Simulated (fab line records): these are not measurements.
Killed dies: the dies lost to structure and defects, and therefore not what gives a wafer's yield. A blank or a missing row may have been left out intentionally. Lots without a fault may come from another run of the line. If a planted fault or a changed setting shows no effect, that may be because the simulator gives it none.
fab line records	flow nandHarc
record lots=12	wafers=36	lastDay=33
route steps=1302 shown A_WL_FILL@956 THIN_TSV@1275 END@1302
lots that met no fault: from a run of the same line without faults
startH: hours from the record's first day to the start of the lot's first wafer shown	waitH: how many hours have passed since the lot's step before this one	" identical to the entry in the row above	L1.1+2: a row that stands for several wafers	- no value, or no start given	* or withheld: withheld	< > ~ a bound
route shown NAME@n: NAME is a module with steps in the file, n the number in the route of the first one	usual: the fault-free wafers' mean and standard deviation	same: alike in all rows	chamber/n: place in a boat	sites: each site's reading	_std_site: their standard deviation	_edge_site: the outer-site mean with the inner-site mean subtracted	radiusMm: how far each site lies from the wafer's centre	mask NAME#n: copy n	behind: tool/chamber where the wafer was last shaped	hold: reason for holding the lot/hours on hold/outcome of the hold	device: the transistor (n, p or np) that didn't switch	end of line: the route-end tests of the same wafers	a step with no rows: only its recipe	killed: dies that structure and defects cost at the first sort, which is not the same as the wafer's yield	map: a wafer's dies, marking killed ones x, the rest . and places with no die _
set.NAME: the setting the step ran with; set.NAME@STEP: the setting that earlier step ran with	model.NAME: the simulator's own value behind a step, which no gauge read
one table for each step of the route and one row for each wafer, over a sample of lots
services: when a tool's chamber went out of use (startH, in hours from the record's first day, below 0 if earlier), for how many hours, and the reason
## steps
# step NHARC_A_WL_FILL_CVD_03
# recipe targetThkA=400	tempC=300	pressureTorr=40	wf6FlowSccm=40	h2FlowSccm=1600	arFlowSccm=1560	timeS=279	material=W
# usual heaterPowerW=446/30	mfcArSccm=1560/4.4	mfcWf6Sccm=40.00/0.13	susceptorTempC=299.97/0.22	throttleValvePct=7.88/0.27
lot.wafer	tool	chamber	startH	waitH	heaterPowerW	mfcArSccm	mfcWf6Sccm	susceptorTempC	throttleValvePct
L727.2	cvdW-01	1	501.21	0.1	516	1552	40.24	300.24	7.25
L727.1	"	0	"	"	424	1565	39.78	300.21	7.81
L727.6	"	1	"	"	515	1553	40.12	299.65	7.47
L726.1	cvdW-01	0	514.69	0.1	430	1560	40.18	299.66	7.82
L726.3	"	1	"	"	491	1555	39.82	300.08	7.34
L726.6	"	1	"	"	506	1558	39.97	300.38	7.34
L729.2	cvdW-01	0	529.14	0.2	422	1559	39.90	299.79	8.26
L729.4	"	1	"	"	498	1563	39.92	300.27	7.48
L729.3	"	0	"	"	419	1567	39.98	299.96	7.90
L728.2	cvdW-02	1	529.37	0.4	440	1549	40.19	299.86	8.16
L728.3	"	1	"	"	424	1557	40.10	299.91	7.64
L728.4	"	0	"	"	434	1564	39.98	299.89	8.12
L730.3	cvdW-02	1	544.55	0.2	435	1556	39.94	300.14	7.78
L730.6	"	0	"	"	446	1560	40.07	300.37	8.05
L730.5	"	1	"	"	427	1568	39.78	300.14	7.82
L731.2	cvdW-02	1	557.27	0.4	424	1555	40.13	299.94	7.88
L731.1	"	0	"	"	444	1564	39.76	299.87	8.01
L731.4	"	1	"	"	424	1556	40.20	300.06	7.82
L732.1	cvdW-02	0	568.45	0.1	440	1567	39.95	300.02	7.93
L732.3	"	0	"	"	440	1562	39.99	299.83	7.94
L732.5	"	0	"	"	434	1560	40.02	300.30	7.99
L734.2	cvdW-01	1	572.46	0.1	500	1550	40.19	299.87	7.69
L734.1	"	0	"	"	422	1552	40.09	299.94	7.84
L734.6	"	1	"	"	497	1552	40.17	299.80	7.58
L733.2	cvdW-01	0	575.74	0.1	412	1564	40.18	299.91	8.00
L733.1	"	1	"	"	490	1566	40.08	299.95	7.51
L733.3	"	1	"	"	498	1559	39.78	299.95	7.65
L735.2	cvdW-01	0	617.18	0.1	409	1566	39.88	300.00	7.98
L735.1	"	1	"	"	486	1560	39.98	300.31	7.73
L735.6	"	0	"	"	421	1564	39.92	299.67	8.12
L742.2	cvdW-02	1	667.82	0.1	428	1560	39.97	299.92	7.84
L742.4	"	0	"	"	435	1557	39.89	300.13	8.15
L742.5	"	1	"	"	436	1561	40.02	300.06	8.01
L744.3	cvdW-02	1	681.50	0.2	438	1565	39.99	299.61	7.92
L744.6	"	1	"	"	430	1567	39.91	299.61	7.90
L744.5	"	0	"	"	436	1560	39.97	299.65	8.12
# step NHARC_THIN_TSV_ANNEAL_52
# recipe tempC=225	timeS=90
# usual wafer_temp_C_max=225.77/0.22
lot.wafer	tool	chamber	startH	waitH	wafer_temp_C_max
L727.1	rtpAnneal-01	0	584.80	0.5	226.04
L727.2	"	0	"	"	225.91
L727.6	"	0	"	"	225.83
L726.1	rtpAnneal-01	0	599.38	0.6	225.66
L726.3	"	0	"	"	225.84
L726.6	"	0	"	"	225.64
L729.2	rtpAnneal-01	0	618.28	0.7	225.62
L729.3	"	0	"	"	225.44
L729.4	"	0	"	"	225.41
L730.3	rtpAnneal-01	0	626.07	0.5	225.93
L730.5	"	0	"	"	225.88
L730.6	"	0	"	"	225.73
L731.1	rtpAnneal-01	0	637.77	0.6	225.58
L731.2	"	0	"	"	225.36
L731.4	"	0	"	"	225.35
L732.1	rtpAnneal-02	0	655.53	0.7	225.78
L732.3	"	0	"	"	226.08
L732.5	"	0	"	"	225.98
L734.1	rtpAnneal-01	0	656.76	0.5	225.39
L734.2	"	0	"	"	225.46
L734.6	"	0	"	"	225.48
L733.1	rtpAnneal-02	0	664.11	0.6	226.16
L733.2	"	0	"	"	225.34
L733.3	"	0	"	"	225.43
L728.2	rtpAnneal-02	0	681.14	0.7	225.55
L728.3	"	0	"	"	225.53
L728.4	"	0	"	"	226.16
L735.1	rtpAnneal-01	0	700.44	0.6	225.98
L735.2	"	0	"	"	225.59
L735.6	"	0	"	"	225.73
L742.2	rtpAnneal-01	0	752.92	0.6	225.83
L742.4	"	0	"	"	226.06
L742.5	"	0	"	"	225.94
L744.3	rtpAnneal-02	0	762.43	0.4	225.64
L744.5	"	0	"	"	225.91
L744.6	"	0	"	"	226.25
# step NHARC_THIN_TSV_PRE_CLEAN_54
# recipe timeS=30	tempC=280	gas=H2/He
# usual heaterPowerW=419/56	susceptorTempC=280.00/0.18
lot.wafer	tool	chamber	startH	waitH	heaterPowerW	susceptorTempC
L727.1	pvdSputter-03	-	585.69	0.1	320	279.99
L727.2	"	-	"	"	443	280.14
L727.6	"	-	"	"	321	280.20
L726.1	pvdSputter-01	-	600.28	0.1	403	279.96
L726.3	"	-	"	"	450	280.09
L726.6	"	-	"	"	422	280.04
L729.3	pvdSputter-03	-	619.12	0.1	442	280.03
L729.4	"	-	"	"	328	280.24
L729.2	"	-	"	"	430	280.22
L730.3	pvdSputter-02	-	626.86	0.1	407	-
L730.5	"	-	"	"	396	-
L730.6	"	-	"	"	556	-
L731.1	pvdSputter-02	-	638.65	0.1	398	280.04
L731.2	"	-	"	"	413	280.18
L731.4	"	-	"	"	556	279.99
L732.1	pvdSputter-02	-	656.43	0.1	383	279.85
L732.3	"	-	"	"	384	280.02
L732.5	"	-	"	"	403	280.32
L734.2	pvdSputter-02	-	657.64	0.0	541	279.78
L734.1	"	-	"	"	378	280.05
L734.6	"	-	"	"	553	280.10
L733.3	pvdSputter-01	-	664.99	0.1	405	279.66
L733.2	"	-	"	"	466	280.16
L733.1	"	-	"	"	422	280.10
L728.2	pvdSputter-03	-	681.98	0.1	450	280.00
L728.4	"	-	"	"	314	279.78
L728.3	"	-	"	"	423	279.91
L735.2	pvdSputter-03	-	701.32	0.0	405	-
L735.1	"	-	"	"	442	-
L735.6	"	-	"	"	437	-
L742.2	pvdSputter-02	-	753.74	0.0	385	279.96
L742.4	"	-	"	"	538	280.16
L742.5	"	-	"	"	541	279.79
L744.3	pvdSputter-02	-	763.24	0.1	372	280.00
L744.6	"	-	"	"	549	280.15
L744.5	"	-	"	"	373	280.19
# step NHARC_THIN_TSV_DESCUM_35
# recipe timeS=3	o2FlowSccm=200	arFlowSccm=0	biasPowerW=0	chemistry=O2
# usual chamberPressureMTorr=60.00/0.056	drypumpMotorCurrentA=5.7/0.31	mfcArSccm=0.010/0.012	oesProductAu=0.997/0.014	rfVppV=57.8/0.98	showerheadPlenumPTorr=1.92/0.08	throttleValvePct=11.311/0.0096
lot.wafer	tool	chamber	startH	waitH	chamberPressureMTorr	drypumpMotorCurrentA	mfcArSccm	oesProductAu	rfHoursCounterH	rfVppV	showerheadPlenumPTorr	throttleValvePct
L727.1	rieDiel-03	2	586.91	-	60.00	6.2	0	0.992	7.5	57.9	1.91	11.312
L727.2	"	3	"	"	60.07	5.8	0.004	0.988	8.1	56.8	2.06	11.307
L727.6	"	2	"	"	59.97	6.2	0	0.997	-	58.5	1.91	11.314
L726.1	rieDiel-01	2	601.37	-	60.07	5.7	0.011	1.009	1.0	57.5	1.92	11.314
L726.3	"	3	"	"	59.94	5.9	0	1.014	1.0	58.2	1.79	11.293
L726.6	"	3	"	"	60.02	5.8	0	1.022	-	56.8	1.79	11.312
L729.4	rieDiel-03	3	620.22	-	60.06	5.8	0.004	0.988	9.8	57.5	2.06	11.316
L729.3	"	0	"	"	60.01	5.3	0.016	1.024	9.1	59.1	2.00	11.321
L729.2	"	1	"	"	60.12	5.4	0	1.008	8.3	59.1	1.87	11.305
L730.3	rieDiel-01	0	627.95	-	60.02	5.2	0	1.016	2.2	57.5	1.88	11.326
L730.6	"	2	"	"	60.03	5.8	0.011	0.989	-	57.9	1.92	11.313
L730.5	"	3	"	"	60.05	5.9	0	1.013	-	56.3	1.79	11.302
L731.1	rieDiel-11	3	639.77	-	60.02	5.3	0.010	1.008	0.0	60.3	2.02	11.302
L731.2	"	0	"	"	59.93	6.1	0.015	1.004	0.0	57.0	1.85	11.308
L731.4	"	1	"	"	60.03	6.1	0.038	0.981	0.0	56.5	1.89	11.317
L732.3	rieDiel-03	3	657.53	-	59.97	5.8	0.004	1.005	2.2	58.9	2.06	11.300
L732.1	"	0	"	"	60.00	5.4	0.016	0.987	1.9	59.7	2.00	11.318
L732.5	"	1	"	"	60.08	5.4	0	0.977	-	56.7	1.87	11.296
L734.2	rieDiel-11	3	658.88	-	60.07	5.3	0.010	1.008	1.9	58.7	2.02	11.308
L734.1	"	0	"	"	60.02	6.1	0.015	1.008	2.8	58.3	1.85	11.314
L734.6	"	1	"	"	60.03	6.1	0.038	0.982	-	57.4	1.89	11.315
L733.3	rieDiel-01	2	666.21	-	59.96	5.7	0.011	0.988	4.2	56.7	1.92	11.296
L733.1	"	0	"	"	59.92	5.2	0	1.042	4.2	57.8	1.88	11.328
L733.2	"	1	"	"	60.05	5.8	0	1.003	4.5	60.8	2.03	11.315
L728.3	rieDiel-03	1	683.20	-	60.06	5.4	0	0.980	4.1	56.7	1.87	11.338
L728.4	"	2	"	"	59.98	6.2	0	0.998	4.5	57.6	1.91	11.309
L728.2	"	0	"	"	59.97	5.3	0.016	1.001	3.5	57.1	2.00	11.318
L735.1	rieDiel-11	1	702.55	-	59.97	6.1	0.038	0.976	6.1	58.0	1.88	11.325
L735.2	"	2	"	"	59.99	5.8	0.028	1.006	5.0	56.2	1.90	11.315
L735.6	"	0	"	"	60.03	6.1	0.015	0.994	-	58.2	1.85	11.301
L742.2	rieDiel-11	0	754.97	-	60.01	6.0	0.015	0.995	8.5	57.5	1.85	11.299
L742.4	"	1	"	"	59.85	6.1	0.038	0.975	8.8	58.0	1.88	11.323
L742.5	"	0	"	"	60.04	6.0	0.015	1.000	-	57.3	1.85	11.325
L744.3	rieDiel-03	1	764.31	-	59.95	5.4	0	0.978	9.4	57.8	1.87	11.309
L744.5	"	1	"	"	59.94	5.4	0	0.981	-	56.7	1.87	11.320
L744.6	"	2	"	"	60.08	6.2	0	0.988	-	56.9	1.91	11.300
# step NHARC_END_SORT_01
# recipe tempC=25
# usual killedAtArray=45/18	killedAtOther=0.9/1.3	killedAtPeriphery=3.7/2.2	killedDies=50/18	killedOpen=3.2/1.9	killedShort=2.4/1.6
# same grossDies=677
lot.wafer	tool	chamber	startH	waitH	killedAtArray	killedAtOther	killedAtPeriphery	killedDies	killedOpen	killedShort
L727.1	prober-01	0	595.88	2.5	29	2	0	31	4	1
L727.2	prober-01	0	596.69	2.8	27	3	3	33	9	2
L727.6	prober-01	0	599.92	4.0	14	8	2	24	2	4
L726.1	prober-02	0	610.25	2.5	65	1	2	68	7	1
L726.3	prober-02	0	611.84	3.1	58	0	3	61	1	1
L726.6	prober-02	0	614.22	4.0	72	0	1	73	3	1
L729.2	prober-01	0	630.01	2.8	78	0	4	82	3	6
L729.3	prober-01	0	630.81	3.1	74	1	0	75	4	1
L729.4	prober-01	0	631.61	3.4	80	0	2	82	3	2
L730.3	prober-02	0	641.37	3.1	31	0	6	37	6	1
L730.5	prober-02	0	642.97	3.7	42	2	2	46	5	3
L730.6	prober-02	0	643.78	4.0	68	0	2	70	1	3
L731.1	prober-01	0	648.58	2.5	54	3	2	59	0	2
L731.2	prober-01	0	649.37	2.8	47	2	1	50	3	6
L731.4	prober-01	0	650.96	3.4	52	1	1	54	0	2
L734.1	prober-01	0	666.46	2.5	44	0	2	46	6	6
L734.2	prober-01	0	667.26	2.8	28	1	7	36	4	1
L734.6	prober-01	0	670.49	4.0	35	1	2	38	1	1
L732.1	prober-02	0	666.46	2.5	36	0	3	39	3	2
L732.3	prober-02	0	668.07	3.1	19	0	11	30	2	0
L732.5	prober-02	0	669.67	3.7	39	0	9	48	1	1
L733.1	prober-02	0	676.52	2.5	73	0	7	80	2	2
L733.2	prober-02	0	677.31	2.8	42	0	2	44	0	2
L733.3	prober-02	0	678.10	3.1	66	0	5	71	1	3
L728.2	prober-02	0	693.55	2.8	47	0	2	49	3	1
L728.3	prober-02	0	694.35	3.1	57	1	2	60	2	3
L728.4	prober-02	0	695.16	3.4	50	5	9	64	4	2
L735.1	prober-02	0	711.51	2.5	105	1	4	110	2	1
L735.2	prober-02	0	712.32	2.8	40	0	5	45	3	2
L735.6	prober-02	0	715.57	4.1	56	0	5	61	2	2
L742.2	prober-01	0	763.07	2.8	19	1	3	23	2	3
L742.4	prober-01	0	764.69	3.4	21	1	2	24	2	2
L742.5	prober-01	0	765.49	3.7	24	2	3	29	4	4
L744.3	prober-01	0	779.56	3.1	22	1	3	26	0	3
L744.5	prober-01	0	781.16	3.7	21	2	7	30	4	1
L744.6	prober-01	0	781.95	4.0	17	0	5	22	5	1
# killed by level:class
L727.1 A_CHANNEL_HOLE_D2:chamberFilmFlake=14 A_DECK1_JOINT:chamberFilmFlake=3 A_STAIRCASE:chamberFilmFlake=2 A_CHANNEL_HOLE_D1:chamberFilmFlake=2 THIN_TSV:chamberFilmFlake=2 A_DECK1_JOINT:geometricParticle:open=1 A_CHANNEL_HOLE_D2:geometricParticle:short=1 A_SGD_CUT:geometricParticle:open=1
L727.2 A_CHANNEL_HOLE_D2:chamberFilmFlake=9 A_CHANNEL_HOLE_D1:chamberFilmFlake=5 THIN_TSV:chamberFilmFlake=3 A_CHANNEL_FILL_D1:geometricParticle:short=2 A_ONON_D2:geometricParticle:open=2 A_M0:geometricParticle:open=2 P_ZERO_WELL:chamberFilmFlake=2 A_CONTACT:chamberFilmFlake=2
L727.6 THIN_TSV:chamberFilmFlake=8 A_CHANNEL_HOLE_D2:chamberFilmFlake=7 A_SGD_CUT:chamberFilmFlake=2 P_GATE:geometricParticle:open=1 P_CONTACT:geometricParticle:short=1 A_CHANNEL_FILL_D1:geometricParticle:short=1 A_CHANNEL_FILL_D2:geometricParticle:short=1 A_CHANNEL_FILL_D2:geometricParticle:open=1
L726.1 A_SLIT:chamberFilmFlake=32 A_CHANNEL_HOLE_D2:chamberFilmFlake=15 A_CHANNEL_FILL_D1:geometricParticle:open=2 A_DECK1_JOINT:geometricParticle:open=2 A_CHANNEL_FILL_D1:chamberFilmFlake=2 A_CONTACT:chamberFilmFlake=2 A_BONDPAD:chamberFilmFlake=2 P_GATE:geometricParticle:short=1
L726.3 A_CHANNEL_HOLE_D2:chamberFilmFlake=35 A_SLIT:chamberFilmFlake=12 A_BONDPAD:chamberFilmFlake=4 P_M0:chamberFilmFlake=2 A_STAIRCASE:chamberFilmFlake=2 P_GATE:geometricParticle:open=1 A_M0:geometricParticle:short=1 A_CHANNEL_HOLE_D1:chamberFilmFlake=1
L726.6 A_CHANNEL_HOLE_D2:chamberFilmFlake=35 A_SLIT:chamberFilmFlake=25 A_CONTACT:chamberFilmFlake=4 A_STAIRCASE:chamberFilmFlake=2 A_M0:chamberFilmFlake=2 P_GATE:geometricParticle:open=1 A_ONON_D1:geometricParticle:open=1 A_WL_FILL:geometricParticle:short=1
L729.2 A_SLIT:chamberFilmFlake=28 A_CHANNEL_HOLE_D2:chamberFilmFlake=16 A_CHANNEL_HOLE_D1:chamberFilmFlake=12 A_STAIRCASE:chamberFilmFlake=4 A_WL_FILL:chamberFilmFlake=4 A_CONTACT:chamberFilmFlake=3 P_M0:geometricParticle:open=2 A_M0:geometricParticle:short=2
L729.3 A_SLIT:chamberFilmFlake=38 A_CHANNEL_HOLE_D1:chamberFilmFlake=12 A_CHANNEL_HOLE_D2:chamberFilmFlake=11 A_STAIRCASE:chamberFilmFlake=4 A_M0:geometricParticle:open=3 A_SGD_CUT:chamberFilmFlake=2 A_WL_FILL:geometricParticle:short=1 STARTING-WAFER:geometricParticle:open=1
L729.4 A_CHANNEL_HOLE_D2:chamberFilmFlake=33 A_SLIT:chamberFilmFlake=20 A_CHANNEL_HOLE_D1:chamberFilmFlake=15 A_DECK1_JOINT:chamberFilmFlake=3 P_CONTACT:geometricParticle:open=2 A_CONTACT:chamberFilmFlake=2 A_ONON_D1:geometricParticle:short=1 A_CHANNEL_FILL_D1:geometricParticle:short=1
L730.3 A_CHANNEL_HOLE_D1:chamberFilmFlake=16 A_CHANNEL_HOLE_D2:chamberFilmFlake=4 A_STAIRCASE:chamberFilmFlake=4 A_CONTACT:chamberFilmFlake=3 P_CONTACT:geometricParticle:open=2 P_M0:geometricParticle:open=2 A_CHANNEL_FILL_D1:geometricParticle:short=1 A_CONTACT:geometricParticle:open=1
L730.5 A_CHANNEL_HOLE_D1:chamberFilmFlake=16 A_CONTACT:chamberFilmFlake=10 A_CHANNEL_HOLE_D2:chamberFilmFlake=5 A_STAIRCASE:chamberFilmFlake=2 THIN_TSV:chamberFilmFlake=2 P_CONTACT:geometricParticle:short=1 A_ONON_D1:geometricParticle:open=1 A_DECK1_JOINT:geometricParticle:open=1
L730.6 A_CHANNEL_HOLE_D1:chamberFilmFlake=41 A_CHANNEL_HOLE_D2:chamberFilmFlake=16 A_CONTACT:chamberFilmFlake=4 A_WL_FILL:chamberFilmFlake=2 A_CHANNEL_FILL_D1:geometricParticle:short=1 A_DECK1_JOINT:geometricParticle:short=1 A_WL_FILL:geometricParticle:open=1 A_WL_FILL:geometricParticle:short=1
L731.1 A_SLIT:chamberFilmFlake=33 A_CHANNEL_HOLE_D2:chamberFilmFlake=9 THIN_TSV:chamberFilmFlake=3 A_CHANNEL_HOLE_D1:chamberFilmFlake=2 A_CHANNEL_FILL_D2:chamberFilmFlake=2 A_CONTACT:chamberFilmFlake=2 A_BONDPAD:chamberFilmFlake=2 A_CHANNEL_HOLE_D2:geometricParticle:short=1
L731.2 A_SLIT:chamberFilmFlake=17 A_CHANNEL_HOLE_D2:chamberFilmFlake=7 A_STAIRCASE:chamberFilmFlake=4 A_CHANNEL_HOLE_D1:chamberFilmFlake=3 A_DECK1_JOINT:geometricParticle:short=2 A_CHANNEL_FILL_D1:chamberFilmFlake=2 A_WL_FILL:chamberFilmFlake=2 A_CONTACT:chamberFilmFlake=2
L731.4 A_SLIT:chamberFilmFlake=32 A_CHANNEL_HOLE_D2:chamberFilmFlake=7 A_CHANNEL_HOLE_D1:chamberFilmFlake=4 A_STAIRCASE:chamberFilmFlake=3 A_ONON_D1:geometricParticle:short=1 A_SGD_CUT:geometricParticle:short=1 P_STI:chamberFilmFlake=1 A_CHANNEL_FILL_D1:chamberFilmFlake=1
L734.1 A_CHANNEL_HOLE_D2:chamberFilmFlake=16 A_CHANNEL_HOLE_D1:chamberFilmFlake=6 A_STAIRCASE:chamberFilmFlake=4 A_SLIT:chamberFilmFlake=3 A_ONON_D2:geometricParticle:short=2 A_CHANNEL_FILL_D2:geometricParticle:short=2 A_M1:chamberFilmFlake=2 P_M0:geometricParticle:open=1
L732.1 A_CHANNEL_HOLE_D2:chamberFilmFlake=18 A_SLIT:chamberFilmFlake=6 A_CHANNEL_HOLE_D1:chamberFilmFlake=5 P_BONDPAD:chamberFilmFlake=2 A_WL_FILL:chamberFilmFlake=2 P_CONTACT:geometricParticle:open=1 A_ONON_D1:geometricParticle:open=1 A_DECK1_JOINT:geometricParticle:open=1
L734.2 A_CHANNEL_HOLE_D2:chamberFilmFlake=8 A_CHANNEL_HOLE_D1:chamberFilmFlake=6 A_STAIRCASE:chamberFilmFlake=5 A_M1:chamberFilmFlake=3 P_GATE:chamberFilmFlake=3 P_BONDPAD:chamberFilmFlake=2 P_CONTACT:geometricParticle:open=1 A_ONON_D1:geometricParticle:open=1
L732.3 A_CHANNEL_HOLE_D2:chamberFilmFlake=10 P_BONDPAD:chamberFilmFlake=5 A_STAIRCASE:chamberFilmFlake=3 P_STI:chamberFilmFlake=2 P_M0:chamberFilmFlake=2 A_SLIT:chamberFilmFlake=2 A_CHANNEL_HOLE_D2:geometricParticle:open=1 A_WL_FILL:geometricParticle:open=1
L732.5 A_CHANNEL_HOLE_D1:chamberFilmFlake=13 A_CHANNEL_HOLE_D2:chamberFilmFlake=10 A_STAIRCASE:chamberFilmFlake=6 P_BONDPAD:chamberFilmFlake=3 A_SLIT:chamberFilmFlake=3 P_STI:chamberFilmFlake=2 P_GATE:chamberFilmFlake=2 A_DECK1_JOINT:chamberFilmFlake=2
L734.6 A_CHANNEL_HOLE_D2:chamberFilmFlake=19 A_CHANNEL_HOLE_D1:chamberFilmFlake=7 A_SLIT:chamberFilmFlake=3 A_STAIRCASE:chamberFilmFlake=3 P_GATE:chamberFilmFlake=2 A_CHANNEL_FILL_D1:geometricParticle:open=1 A_WL_FILL:geometricParticle:short=1 A_M1:chamberFilmFlake=1
L733.1 A_CHANNEL_HOLE_D1:chamberFilmFlake=32 A_SLIT:chamberFilmFlake=31 P_GATE:chamberFilmFlake=4 P_ZERO_WELL:chamberFilmFlake=2 A_CHANNEL_HOLE_D2:chamberFilmFlake=2 A_STAIRCASE:chamberFilmFlake=2 P_M0:geometricParticle:open=1 A_CHANNEL_HOLE_D1:geometricParticle:short=1
L733.2 A_CHANNEL_HOLE_D1:chamberFilmFlake=16 A_SLIT:chamberFilmFlake=16 A_CONTACT:chamberFilmFlake=3 A_STAIRCASE:chamberFilmFlake=2 A_ONON_D1:geometricParticle:short=1 A_SGD_CUT:geometricParticle:short=1 P_GATE:chamberFilmFlake=1 P_M0:chamberFilmFlake=1
L733.3 A_SLIT:chamberFilmFlake=34 A_CHANNEL_HOLE_D1:chamberFilmFlake=17 A_CONTACT:chamberFilmFlake=5 A_STAIRCASE:chamberFilmFlake=4 P_ZERO_WELL:chamberFilmFlake=2 P_GATE:chamberFilmFlake=2 A_DECK1_JOINT:chamberFilmFlake=2 A_CHANNEL_FILL_D1:geometricParticle:short=1
L728.2 A_CHANNEL_HOLE_D1:chamberFilmFlake=18 A_CHANNEL_HOLE_D2:chamberFilmFlake=13 A_CONTACT:chamberFilmFlake=5 A_CHANNEL_HOLE_D1:geometricParticle:open=2 P_M2:chamberFilmFlake=2 A_DECK1_JOINT:chamberFilmFlake=2 A_STAIRCASE:chamberFilmFlake=2 A_BLC:chamberFilmFlake=2
L728.3 A_CHANNEL_HOLE_D1:chamberFilmFlake=32 A_CHANNEL_HOLE_D2:chamberFilmFlake=8 A_CONTACT:chamberFilmFlake=4 A_ONON_D1:geometricParticle:short=2 A_DECK1_JOINT:chamberFilmFlake=2 A_STAIRCASE:chamberFilmFlake=2 A_SLIT:chamberFilmFlake=2 A_WL_FILL:chamberFilmFlake=2
L728.4 A_CHANNEL_HOLE_D2:chamberFilmFlake=22 A_CHANNEL_HOLE_D1:chamberFilmFlake=16 P_M2:chamberFilmFlake=7 A_CONTACT:chamberFilmFlake=3 A_STAIRCASE:chamberFilmFlake=2 THIN_TSV:chamberFilmFlake=2 HYBRID_BOND:chamberFilmFlake=2 P_GATE:geometricParticle:open=1
L735.1 A_WL_FILL:unspecified=42 A_CHANNEL_HOLE_D1:chamberFilmFlake=33 A_CHANNEL_HOLE_D2:chamberFilmFlake=23 A_CONTACT:chamberFilmFlake=4 P_ZERO_WELL:chamberFilmFlake=2 A_ONON_D1:geometricParticle:open=1 A_BLC:geometricParticle:open=1 P_CONTACT:chamberFilmFlake=1
L735.2 A_CHANNEL_HOLE_D1:chamberFilmFlake=15 A_CHANNEL_HOLE_D2:chamberFilmFlake=12 A_CONTACT:chamberFilmFlake=3 P_STI:chamberFilmFlake=2 P_BONDPAD:chamberFilmFlake=2 A_DECK1_JOINT:chamberFilmFlake=2 A_SLIT:chamberFilmFlake=2 P_CONTACT:geometricParticle:open=1
L735.6 A_CHANNEL_HOLE_D1:chamberFilmFlake=34 A_CHANNEL_HOLE_D2:chamberFilmFlake=11 P_BONDPAD:chamberFilmFlake=4 A_SLIT:chamberFilmFlake=3 A_STAIRCASE:chamberFilmFlake=2 A_ONON_D2:geometricParticle:open=1 A_CHANNEL_HOLE_D2:geometricParticle:short=1 A_M1:geometricParticle:open=1
L742.2 A_SLIT:chamberFilmFlake=7 A_CONTACT:chamberFilmFlake=5 P_M2:geometricParticle:open=2 A_CHANNEL_HOLE_D1:unspecified=2 A_CHANNEL_HOLE_D1:geometricParticle:short=1 A_CHANNEL_FILL_D2:geometricParticle:short=1 A_SGD_CUT:geometricParticle:short=1 P_GATE:chamberFilmFlake=1
L742.4 A_SLIT:chamberFilmFlake=8 A_WL_FILL:chamberFilmFlake=3 A_DECK1_JOINT:chamberFilmFlake=2 A_CHANNEL_HOLE_D2:chamberFilmFlake=2 P_GATE:geometricParticle:open=1 A_CHANNEL_FILL_D1:geometricParticle:short=1 A_CHANNEL_HOLE_D2:geometricParticle:open=1 A_M0:geometricParticle:short=1
L742.5 A_SLIT:chamberFilmFlake=7 A_CHANNEL_HOLE_D1:unspecified=3 A_CHANNEL_HOLE_D2:chamberFilmFlake=3 A_CONTACT:chamberFilmFlake=3 A_CHANNEL_FILL_D1:geometricParticle:short=2 THIN_TSV:chamberFilmFlake=2 P_GATE:geometricParticle:open=1 P_CONTACT:geometricParticle:open=1
L744.3 A_SLIT:chamberFilmFlake=9 A_CONTACT:chamberFilmFlake=4 A_ONON_D2:geometricParticle:short=2 A_ZERO_WELL:chamberFilmFlake=2 A_CHANNEL_HOLE_D2:chamberFilmFlake=2 A_STAIRCASE:chamberFilmFlake=2 P_M2:geometricParticle:short=1 P_ZERO_WELL:chamberFilmFlake=1
L744.5 A_SLIT:chamberFilmFlake=6 A_CONTACT:chamberFilmFlake=6 A_STAIRCASE:chamberFilmFlake=3 P_ZERO_WELL:chamberFilmFlake=2 P_STI:chamberFilmFlake=2 A_M1:chamberFilmFlake=2 THIN_TSV:chamberFilmFlake=2 P_CONTACT:geometricParticle:open=1
L744.6 A_SLIT:chamberFilmFlake=9 P_ZERO_WELL:chamberFilmFlake=2 A_ZERO_WELL:chamberFilmFlake=2 P_CONTACT:geometricParticle:short=1 P_CONTACT:geometricParticle:open=1 P_M0:geometricParticle:open=1 A_ONON_D1:geometricParticle:open=1 A_CHANNEL_FILL_D2:geometricParticle:open=1
## services
tool	chamber	startH	hours	kind
rieDiel-11	0	508.75	3.9	repair
rieDiel-11	0	513.96	1.6	repair
pvdSputter-03	-	520.73	2.2	repair
rieDiel-01	1	521.36	36.9	repair
pvdSputter-03	-	526.00	10.0	pm
cvdW-01	-	548.00	13.0	pm
rieDiel-01	-	557.80	9.0	pm
pvdSputter-02	-	558.27	5.3	repair
pvdSputter-01	-	561.65	1.5	repair
rieDiel-01	-	570.54	0.2	repair
pvdSputter-02	-	596.48	1.2	repair
rieDiel-01	3	609.18	16.8	repair
rieDiel-11	-	629.40	9.0	pm
cvdW-02	-	631.78	13.0	pm
rieDiel-03	-	635.30	9.0	pm
pvdSputter-03	-	637.30	2.8	repair
pvdSputter-02	-	639.59	10.0	pm
pvdSputter-03	-	642.05	1.0	repair
cvdW-01	1	692.70	13.9	repair
rieDiel-11	1	697.63	4.5	repair
pvdSputter-03	-	704.00	10.0	pm
cvdW-01	-	729.00	13.0	pm
rieDiel-01	-	734.80	9.0	pm
rtpAnneal-02	-	744.19	12.0	pm
## key
firstSign step=NHARC_END_SORT_01	reading=killedDies	direction=up	sigmas=3.4	usual=50	struck=110
effect step=NHARC_END_SORT_01	reading=killedAtArray	direction=up	sigmas=3.3	usual=45	struck=105
moreKillsBornAt NHARC_A_WL_FILL_CVD_03@cvdW-01=42
metAt NHARC_A_WL_FILL_CVD_03
struckLots L735
struckWafers L735.1
testerLeftOut L735
notActingAt NHARC_THIN_TSV_ANNEAL_52,NHARC_THIN_TSV_PRE_CLEAN_54,NHARC_THIN_TSV_DESCUM_35
onsetBetween 575.74 617.18
fault kind=chamberParticleSource	tool=cvdW-01	chamber=1	onsetH=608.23	steps=NHARC_A_WL_FILL_CVD_03	ratePerVisitCm2=1.1054
# testerLeftOut: of these lots the tester's yield and bins aren't shown, on N5 and GAA mostly nor the transistor test; their killed dies are dies lost to structure and defects alone, not to doping, threshold or leakage, so they don't give the yield
